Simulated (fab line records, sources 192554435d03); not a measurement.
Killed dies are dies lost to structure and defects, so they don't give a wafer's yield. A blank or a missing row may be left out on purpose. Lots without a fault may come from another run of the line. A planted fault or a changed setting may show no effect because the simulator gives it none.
Split-lot experiment | flow n5_finfet | 7 lots, 39 wafers read, on a route of 1938 steps

THE SPLIT
At N5_HKMG_FIN_ETCH_31 (etches SiARC in CF4, target depth 45.5 nm, time 75.8 s), the setting bias_w was moved away from the recipe's 36 W on 15 of the 39 wafers read, by -16.9% to +14.1%. The other wafers ran this setting at the recipe's value.

The reading is taken at the split's own step.

THE READING
rf_vpp_V, in V, at N5_HKMG_FIN_ETCH_31 (etches SiARC in CF4, target depth 45.5 nm, time 75.8 s). Fault-free wafers of this fab line usually give 184.4 V, standard deviation 1.1 V.

wafer  | tool, chamber at the split | bias_w as run, W | against the recipe | rf_vpp_V, V | against lot-mates on the recipe
L076.2 | rie_diel-03, 3             | 36               | recipe             | 184.7       | -
L076.5 | rie_diel-03, 2             | 36               | recipe             | 185.0       | -
L076.6 | rie_diel-03, 3             | 36               | recipe             | 184.1       | -
L081.1 | rie_diel-06, 2             | 36               | recipe             | 183.4       | -
L081.2 | rie_diel-06, 1             | 41.08            | +14.1%             | 201.4       | +17.1
L081.3 | rie_diel-06, 0             | 41.08            | +14.1%             | 201.5       | +17.2
L081.4 | rie_diel-06, 3             | 36               | recipe             | 185.3       | -
L081.5 | rie_diel-06, 2             | 36               | recipe             | 184.2       | -
L081.6 | rie_diel-06, 1             | 41.08            | +14.1%             | 200.6       | +16.3
L082.1 | rie_diel-06, 1             | 30.22            | -16.1%             | 165.6       | -19.0
L082.2 | rie_diel-06, 0             | 36               | recipe             | 184.7       | -
L082.3 | rie_diel-06, 2             | 30.22            | -16.1%             | 164.4       | -20.2
L082.4 | rie_diel-06, 3             | 30.22            | -16.1%             | 164.8       | -19.8
L082.5 | rie_diel-06, 3             | 36               | recipe             | 183.4       | -
L082.6 | rie_diel-06, 0             | 36               | recipe             | 185.6       | -
L083.1 | rie_diel-06, 1             | 36               | recipe             | 184.3       | -
L083.2 | rie_diel-06, 2             | 36               | recipe             | 183.5       | -
L083.3 | rie_diel-06, 0             | 36               | recipe             | 185.8       | -
L083.4 | rie_diel-06, 3             | 36               | recipe             | 186.1       | -
L083.5 | rie_diel-06, 1             | 36               | recipe             | 184.3       | -
L083.6 | rie_diel-06, 0             | 36               | recipe             | 185.9       | -
L089.1 | rie_diel-06, 3             | 40.77            | +13.3%             | 200.1       | +14.7
L089.2 | rie_diel-06, 1             | 40.77            | +13.3%             | 200.3       | +14.9
L089.3 | rie_diel-06, 0             | 36               | recipe             | 184.8       | -
L089.4 | rie_diel-06, 2             | 40.77            | +13.3%             | 197.8       | +12.4
L089.5 | rie_diel-06, 2             | 36               | recipe             | 184.1       | -
L089.6 | rie_diel-06, 1             | 36               | recipe             | 187.2       | -
L090.1 | rie_diel-06, 3             | 29.9             | -16.9%             | 163.5       | -21.8
L090.2 | rie_diel-06, 2             | 29.9             | -16.9%             | 163.6       | -21.7
L090.3 | rie_diel-06, 0             | 36               | recipe             | 185.4       | -
L090.4 | rie_diel-06, 1             | 29.9             | -16.9%             | 163.9       | -21.4
L090.5 | rie_diel-06, 1             | 36               | recipe             | 185.8       | -
L090.6 | rie_diel-06, 0             | 36               | recipe             | 184.6       | -
L093.1 | rie_diel-06, 1             | 34.26            | -4.8%              | 178.8       | -5.3
L093.2 | rie_diel-06, 3             | 36               | recipe             | 183.6       | -
L093.3 | rie_diel-06, 0             | 34.26            | -4.8%              | 180.6       | -3.5
L093.4 | rie_diel-06, 2             | 36               | recipe             | 183.9       | -
L093.5 | rie_diel-06, 1             | 34.26            | -4.8%              | 177.9       | -6.2
L093.6 | rie_diel-06, 0             | 36               | recipe             | 184.9       | -

THE FIT
A straight line over all 39 wafers: rf_vpp_V changes by +1.19 V for each +1% of bias_w; r = +1.00; the points scatter about the line by 1 V.
The same after taking each lot's own level away (the mean of its wafers on the recipe; 39 wafers): +1.2 V for each +1%; r = +0.99; scatter 1.1 V.
On that fit, the largest move of bias_w shifts the reading by 20 V.
The lots' own levels span 184.13 to 185.37 V, that is 1.1 times the standard deviation above.
So the lot-to-lot level changes the slope little: the two slopes agree.
Check: with one of the wafers moved furthest among these (-16.9%) left out of the fit, the line predicts -20.3 V for it against its lot-mates. It came out at -21.8 V against them.
Tool readings at the split's step, against how far the setting was moved: rf_vpp_V r = +1.00.

OTHER SPLITS ON THESE WAFERS
These wafers also went through other splits before the reading. Each is held against what the fit with the lots' levels taken away leaves over:
other split on the same wafers   | wafers away from the commonest value | r with rf_vpp_V (lot level and that fit taken away)
N5_FIN_SAQP_ETCH_65 time_s       | 12                                   | -0.13
N5_DUMMY_GATE_EXPOSE_12 dose_mj  | 9                                    | +0.02
N5_SD_EPI_N_SD_RECESS_17 time_s  | 15                                   | +0.13
N5_SD_EPI_N_EPI_21 pressure_torr | 30                                   | +0.02

THE FILE'S OWN FIT
rf_vpp_V changes by +1.2 V for each +1% of bias_w, r = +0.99.
